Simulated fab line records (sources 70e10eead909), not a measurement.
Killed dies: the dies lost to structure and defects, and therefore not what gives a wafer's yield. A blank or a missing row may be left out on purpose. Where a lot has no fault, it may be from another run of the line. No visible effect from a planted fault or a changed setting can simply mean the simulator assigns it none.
A lot that was struck, set against a sound lot | flow nand-harc | 20 steps out of a route of 1159
Sound: these wafers, L681.1, L681.2, L681.3. The struck wafers were L668.1, L668.3, L668.5. The cause is named last.
Order at every step that has rows: each side's tool, ch and its chambers, its first start. Under that, the readings that differ: sound wafers | struck wafers | difference of the means | sigmas: that difference in standard deviations of wafers without a fault.
alike: readings with means less than 2 such deviations apart, plus words and numbers identical on both sides. not compared: withheld readings, readings lacking a value on some wafer, bounds such as >300 that could conceal the same value, and numbers that have no deviation in the record and whose values overlap.
The two part at a step that has a row with sigmas, a row that says differs or no value, or rows on one side only. Numbers that have no deviation but don't overlap get no sigmas and don't part them. A reading missing from all wafers of one side parts the sides only when that side holds two or more wafers.

NHARC_P_ZERO_WELL_CD_MEAS_11: target cd 500 nm.
  sound on cd-sem-02 ch 0, day 5 13:07; struck on cd-sem-02 ch 0, day 2 07:14
  alike: cd-nm
then, 1 step without rows for these wafers: NHARC_P_ZERO_WELL_HARDBAKE_12 (time 65 s).
NHARC_P_ZERO_WELL_DESCUM_13: chemistry O2, time 3 s.
  sound on rie-diel-09 ch 0,1,3, day 5 13:17; struck on rie-diel-05 ch 2,3, day 2 07:24
  alike: drypump-motor-current-A, mfc-ar-sccm, oes-product-au, rf-vpp-V, showerhead-plenum-p-Torr, throttle-valve-pct
  not compared: rf-hours-counter-h
NHARC_P_ZERO_WELL_ETCH_65: etches the open film in N2/H2, target depth 80 nm, overetch 24 nm, time 87.88 s.
  sound on rie-diel-09 ch 1,2,3, day 5 13:22; struck on rie-diel-05 ch 2,3, day 2 07:28
  alike: bias-w, drypump-motor-current-A, mfc-ar-sccm, n2-flow-sccm, oes-product-au, rf-vpp-V, showerhead-plenum-p-Torr, throttle-valve-pct
  not compared: rf-hours-counter-h
NHARC_P_ZERO_WELL_ETCH_62: etches the open film in CHF3/Ar, target depth 13 nm, time 6.5 s.
  sound: rie-diel-09 ch 0,2,3; struck: rie-diel-05 ch 1,2
  alike: bias-w, drypump-motor-current-A, mfc-ar-sccm, oes-product-au, rf-vpp-V, showerhead-plenum-p-Torr, throttle-valve-pct
  not compared: rf-hours-counter-h
NHARC_P_ZERO_WELL_ETCH_63: etches the open film in HBr/Cl2, target depth 120 nm, time 40.1 s.
  sound on rie-si-01 ch 0,2,3, day 5 13:32; struck on rie-si-02 ch 0,1, day 2 07:40
  alike: bias-w, drypump-motor-current-A, hbr-flow-sccm, oes-product-au, throttle-valve-pct
  not compared: rf-hours-counter-h
then, 6 steps without rows for these wafers: NHARC_P_ZERO_WELL_STRIP_15 (strips in SPM, time 900 s); NHARC_P_ZERO_WELL_DEHYDRATE_16 (time 120 s); NHARC_P_ZERO_WELL_HMDS_17 (time 30 s); NHARC_P_ZERO_WELL_COAT_18; NHARC_P_ZERO_WELL_SOFTBAKE_19 (time 95 s); NHARC_P_ZERO_WELL_EBR_20.
NHARC_P_ZERO_WELL_EXPOSE_21: exposes mask P NWELL, target cd 720 nm.
  sound on krf-scanner-02 ch 0, day 5 14:19; struck on krf-scanner-04 ch 0, day 2 08:17
  reading              | sound                | struck               | difference | sigmas
  exposure-dose-mJ-cm2 | 22.275 22.342 22.302 | 23.571 23.574 23.522 | +1.249     | +54
  alike: mask
then, 2 steps without rows for these wafers: NHARC_P_ZERO_WELL_PEB_22 (peb time 85 s); NHARC_P_ZERO_WELL_DEVELOP_23 (time 70 s).
NHARC_P_ZERO_WELL_CD_MEAS_24: target cd 720 nm.
  sound on cd-sem-01 ch 0, day 5 14:28; struck on cd-sem-01 ch 0, day 2 08:27
  reading    | sound             | struck            | difference | sigmas
  cd-nm (nm) | 719.6 717.8 716.9 | 728.1 728.4 730.6 | +10.9      | +8
then, 1 step without rows for these wafers: NHARC_P_ZERO_WELL_HARDBAKE_25 (time 80 s).
NHARC_P_ZERO_WELL_DESCUM_26: chemistry O2, time 3 s.
  sound on rie-diel-11 ch 0,2,3, day 5 14:38; struck on rie-diel-09 ch 2,3, day 2 08:37
  reading                      | sound             | struck          | difference | sigmas
  model.P_ZERO_WELL.cd-nm (nm) | 719.6 717.7 717.3 | 728 728.5 731.1 | +11        |
  alike: drypump-motor-current-A, mfc-ar-sccm, oes-product-au, rf-vpp-V, showerhead-plenum-p-Torr, throttle-valve-pct
  not compared: rf-hours-counter-h
after that, 1 step had no rows for these wafers: NHARC_P_ZERO_WELL_IMPLANT_27.
NHARC_END_SORT_01:
  the record has rows for the sound wafers here (prober-01 ch 0, day 23 04:38) and none for the struck ones

WHERE THEY PART
At NHARC_P_ZERO_WELL_EXPOSE_21 first; at NHARC_END_SORT_01 last (within this record only).

WHY: the cause the simulator had injected
Process parameters drifting: krf-scanner-04 at NHARC_P_ZERO_WELL_EXPOSE_21, beginning at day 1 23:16. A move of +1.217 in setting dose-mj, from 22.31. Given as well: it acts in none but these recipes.
